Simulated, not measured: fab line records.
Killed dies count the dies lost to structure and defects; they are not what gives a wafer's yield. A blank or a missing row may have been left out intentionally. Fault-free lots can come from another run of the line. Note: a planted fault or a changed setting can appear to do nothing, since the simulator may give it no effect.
Split-lot trial || flow n5 finfet || route with 1938 steps; 7 lots, 21 wafers read

== ABOUT THE SPLIT ==
At N5_BEOL_M2_TRENCH_ETCH_37 (etches SiOC in C4F6/O2, target depth 55.555 nm, time 29.2 s), the setting time s was moved away from the recipe's 29.2 s on 9 of the 21 wafers read, by -17.1% to +17.4%. The other wafers ran this setting at the recipe's value.

== FROM THE SPLIT TO THE READING: what the file shows between them, 13 steps ==
- N5_BEOL_M2_ETCH_41: etches SiCN in CH3F/O2, target depth 29.9 nm, time 52.5 s
- N5_BEOL_M2_STRIP_97: strips in N2/H2, time 10 s
- N5_BEOL_M2_OCD_MEAS_38
- N5_BEOL_M2_HM_STRIP_39: strips TiN in peroxide tin strip, target depth 25 nm, time 158 s
- N5_BEOL_M2_SRD_40: time 30 s
- N5_BEOL_M2_ECD_50: material Cu, target thk 300 nm
- N5_BEOL_M2_ANNEAL_51: time 90 s
- N5_BEOL_M2_CMP_52: polishes, stops on SiOC, t overpolish 6.8 s, target thk 40 nm
- N5_BEOL_M2_THK_MEAS_53: measures by xrf
- N5_BEOL_M2_PRE_CLEAN_60: time 15 s
- N5_BEOL_M2_CO_CAP_55: material Co, precursor CCTBA/H2, target thk 2 nm, time 102.1 s
- N5_BEOL_M2_PRE_CLEAN_56: time 15 s
- N5_BEOL_M2_DEP_57: deposits SiCN from 3MS/NH3, target thk 8 nm, time 14 s

== THE READING ==
M2_RS in ohm/sq, measured at N5_BEOL_M2_RS_MEAS_58 by four-point-probe. Fault-free wafers of this fab line usually give 0.68 ohm/sq, standard deviation 0.036 ohm/sq.

{"wafer": "L074.1", "tool, chamber at the split": "rie diel-01, 2", "time s as run, s": 29.2, "against the recipe": "recipe", "M2_RS, ohm/sq": 0.68, "against lot-mates on the recipe": "-"}
{"wafer": "L074.2", "tool, chamber at the split": "rie diel-01, 1", "time s as run, s": 24.21, "against the recipe": "-17.1%", "M2_RS, ohm/sq": 0.91, "against lot-mates on the recipe": "+0.23"}
{"wafer": "L074.3", "tool, chamber at the split": "rie diel-01, 3", "time s as run, s": 24.21, "against the recipe": "-17.1%", "M2_RS, ohm/sq": 1.10, "against lot-mates on the recipe": "+0.42"}
{"wafer": "L079.2", "tool, chamber at the split": "rie diel-05, 1", "time s as run, s": 29.2, "against the recipe": "recipe", "M2_RS, ohm/sq": 0.63, "against lot-mates on the recipe": "-"}
{"wafer": "L079.4", "tool, chamber at the split": "rie diel-05, 0", "time s as run, s": 29.2, "against the recipe": "recipe", "M2_RS, ohm/sq": 0.67, "against lot-mates on the recipe": "-"}
{"wafer": "L079.6", "tool, chamber at the split": "rie diel-05, 0", "time s as run, s": 29.2, "against the recipe": "recipe", "M2_RS, ohm/sq": 0.65, "against lot-mates on the recipe": "-"}
{"wafer": "L083.2", "tool, chamber at the split": "rie diel-05, 2", "time s as run, s": 29.2, "against the recipe": "recipe", "M2_RS, ohm/sq": 0.65, "against lot-mates on the recipe": "-"}
{"wafer": "L083.3", "tool, chamber at the split": "rie diel-05, 1", "time s as run, s": 25.21, "against the recipe": "-13.7%", "M2_RS, ohm/sq": 0.78, "against lot-mates on the recipe": "+0.13"}
{"wafer": "L083.4", "tool, chamber at the split": "rie diel-05, 0", "time s as run, s": 25.21, "against the recipe": "-13.7%", "M2_RS, ohm/sq": 0.84, "against lot-mates on the recipe": "+0.19"}
{"wafer": "L087.4", "tool, chamber at the split": "rie diel-04, 2", "time s as run, s": 26.62, "against the recipe": "-8.8%", "M2_RS, ohm/sq": 0.79, "against lot-mates on the recipe": "+0.09"}
{"wafer": "L087.5", "tool, chamber at the split": "rie diel-04, 3", "time s as run, s": 26.62, "against the recipe": "-8.8%", "M2_RS, ohm/sq": 0.78, "against lot-mates on the recipe": "+0.08"}
{"wafer": "L087.6", "tool, chamber at the split": "rie diel-04, 0", "time s as run, s": 29.2, "against the recipe": "recipe", "M2_RS, ohm/sq": 0.70, "against lot-mates on the recipe": "-"}
{"wafer": "L092.1", "tool, chamber at the split": "rie diel-05, 3", "time s as run, s": 29.2, "against the recipe": "recipe", "M2_RS, ohm/sq": 0.65, "against lot-mates on the recipe": "-"}
{"wafer": "L092.3", "tool, chamber at the split": "rie diel-05, 1", "time s as run, s": 33.32, "against the recipe": "+14.1%", "M2_RS, ohm/sq": 0.49, "against lot-mates on the recipe": -0.21}
{"wafer": "L092.4", "tool, chamber at the split": "rie diel-05, 2", "time s as run, s": 29.2, "against the recipe": "recipe", "M2_RS, ohm/sq": 0.75, "against lot-mates on the recipe": "-"}
{"wafer": "L094.3", "tool, chamber at the split": "rie diel-05, 0", "time s as run, s": 34.29, "against the recipe": "+17.4%", "M2_RS, ohm/sq": 0.51, "against lot-mates on the recipe": -0.16}
{"wafer": "L094.5", "tool, chamber at the split": "rie diel-05, 0", "time s as run, s": 34.29, "against the recipe": "+17.4%", "M2_RS, ohm/sq": 0.53, "against lot-mates on the recipe": -0.14}
{"wafer": "L094.6", "tool, chamber at the split": "rie diel-05, 3", "time s as run, s": 29.2, "against the recipe": "recipe", "M2_RS, ohm/sq": 0.67, "against lot-mates on the recipe": "-"}
{"wafer": "L095.1", "tool, chamber at the split": "rie diel-04, 0", "time s as run, s": 29.2, "against the recipe": "recipe", "M2_RS, ohm/sq": 0.73, "against lot-mates on the recipe": "-"}
{"wafer": "L095.3", "tool, chamber at the split": "rie diel-04, 3", "time s as run, s": 29.2, "against the recipe": "recipe", "M2_RS, ohm/sq": 0.70, "against lot-mates on the recipe": "-"}
{"wafer": "L095.4", "tool, chamber at the split": "rie diel-04, 1", "time s as run, s": 29.2, "against the recipe": "recipe", "M2_RS, ohm/sq": 0.76, "against lot-mates on the recipe": "-"}

THE FIT
A straight line over all 21 wafers: M2_RS changes by -0.0127 ohm/sq for each +1% of time s; r = -0.90; the points scatter about the line by 0.061 ohm/sq.
The same after taking each lot's own level away (the mean of its wafers on the recipe; 21 wafers): -0.0129 ohm/sq for each +1%; r = -0.91; scatter 0.057 ohm/sq.
Per that fit: largest time s move, reading shift of 0.23 ohm/sq.
Across the lots, their own levels run from 0.650 to 0.730 ohm/sq, a range of 2.2 times the standard deviation given above.
Consequently the slope shifts little with the lot-to-lot level, the two slopes agreeing.
Check: -0.231 ohm/sq against its lot-mates is what the line predicts for one of the wafers moved furthest among these (+17.4%) when that wafer is left out of the fit. It came out at -0.16 ohm/sq against them.

== OTHER SPLITS APPLIED TO THESE WAFERS ==
These wafers also went through other splits before the reading. Each is held against what the fit with the lots' levels taken away leaves over:
{"other split on the same wafers": "N5_BEOL_M0_SAQP_COAT_34 spin rpm", "wafers away from the commonest value": 7, "r with M2_RS (lot level and that fit taken away)": -0.25}
{"other split on the same wafers": "N5_BEOL_M0_CUTY_COAT_51 spin rpm", "wafers away from the commonest value": 10, "r with M2_RS (lot level and that fit taken away)": -0.02}
{"other split on the same wafers": "N5_BEOL_M0_CUTY_DESCUM_61 time s", "wafers away from the commonest value": 3, "r with M2_RS (lot level and that fit taken away)": -0.24}
{"other split on the same wafers": "N5_BEOL_M1_ETCH_64 time s", "wafers away from the commonest value": 10, "r with M2_RS (lot level and that fit taken away)": -0.31}
{"other split on the same wafers": "N5_BEOL_M2_ETCH_74 source w", "wafers away from the commonest value": 7, "r with M2_RS (lot level and that fit taken away)": -0.06}
{"other split on the same wafers": "N5_BEOL_M2_ETCH_70 bias w", "wafers away from the commonest value": 7, "r with M2_RS (lot level and that fit taken away)": "+0.23"}

== THE WHOLE CHAIN: every reading that the file lists as answering this split, in the file's order ==
{"step": "N5_BEOL_M2_TRENCH_ETCH_37", "what it does": "etches SiOC in C4F6/O2, target depth 55.555 nm, time 29.2 s", "reading": "etch.depth nm (the simulator's own value, which no gauge read)", "change (the file's fit)": "+0.565 nm for each +1% of the setting", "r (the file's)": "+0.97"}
{"step": "N5_BEOL_M2_TRENCH_ETCH_37", "what it does": "etches SiOC in C4F6/O2, target depth 55.555 nm, time 29.2 s", "reading": "BEOL_M2.feature depth nm (the simulator's own value, which no gauge read)", "change (the file's fit)": "+0.566 nm for each +1% of the setting", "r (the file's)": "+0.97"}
{"step": "N5_BEOL_M2_OCD_MEAS_38", "what it does": "", "reading": "trench depth nm", "change (the file's fit)": "+0.567 nm for each +1% of the setting", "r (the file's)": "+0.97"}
{"step": "N5_BEOL_M2_CMP_52", "what it does": "polishes, stops on SiOC, t overpolish 6.8 s, target thk 40 nm", "reading": "Cu_of_BEOL_M2_ECD_50.thk nm (the simulator's own value, which no gauge read)", "change (the file's fit)": "+0.591 nm for each +1% of the setting", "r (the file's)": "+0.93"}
{"step": "N5_BEOL_M2_THK_MEAS_53", "what it does": "measures by xrf", "reading": "M2_THK", "change (the file's fit)": "+0.58 for each +1% of the setting", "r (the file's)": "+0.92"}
{"step": "N5_BEOL_M2_RS_MEAS_58", "what it does": "measures by four-point-probe", "reading": "M2_RS", "change (the file's fit)": "-0.0134 for each +1% of the setting", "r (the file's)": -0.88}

== FILE'S OWN FIT ==
M2_RS changes by -0.0134 ohm/sq for each +1% of time s, r = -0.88.
